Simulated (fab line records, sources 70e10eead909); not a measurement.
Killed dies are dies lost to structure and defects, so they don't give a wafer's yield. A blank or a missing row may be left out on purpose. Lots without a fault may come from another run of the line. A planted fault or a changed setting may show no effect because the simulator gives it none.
Chamber matching | flow nand_harc | NHARC_A_M1_DEP_33 on pecvd-04: 3 sister chambers
The step deposits SiCN, target thk 30 nm. 6 wafers are shown with their chamber, then 7 later ones without.

WAFERS WITH THEIR CHAMBER
wafer  | chamber | heater_power_w (W) | heater_power_outer_w (W)
L808.2 | 0       | 538                | 277
L810.2 | 1       | 606                | 341
L810.3 | 2       | 515                | 271
L810.6 | 0       | 531                | 303
L817.3 | 2       | 513                | 270
L817.4 | 1       | 575                | 304

WAFERS WITHOUT THEIR CHAMBER
wafer  | heater_power_w (W) | heater_power_outer_w (W)
L817.6 | 520                | 273
L818.1 | 541                | 279
L818.3 | 459                | 235
L818.4 | 460                | 237
L822.1 | 517                | 265
L822.3 | 505                | 258
L822.6 | 502                | 267

WHICH CHAMBER EACH WENT THROUGH
wafer  | from the rows above     | in truth
L817.6 | can't be placed: 2 or 0 | 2
L818.1 | can't be placed: 0 or 2 | 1
L818.3 | can't be placed: 2 or 0 | 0
L818.4 | can't be placed: 2 or 0 | 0
L822.1 | can't be placed: 2 or 0 | 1
L822.3 | can't be placed: 2 or 0 | 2
L822.6 | can't be placed: 2 or 0 | 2
Placed correctly: 0 of 7. Can't be placed from these rows: 7 (the true chamber is among the candidates in 5). Placed wrongly: 0.
How it was worked out, from the rows above alone: a wafer's distance from a chamber is the root of the sum, over the readings, of the square of ((its reading less the chamber's mean) divided by the reading's scatter). The wafer belongs to the nearest chamber; if the next one is less than 2 further off, it can't be placed. A chamber's mean is the mean of its shown wafers. The scatter: the root of (the sum of the squares of (reading less its chamber's mean) over the shown wafers, divided by (wafers less chambers)).
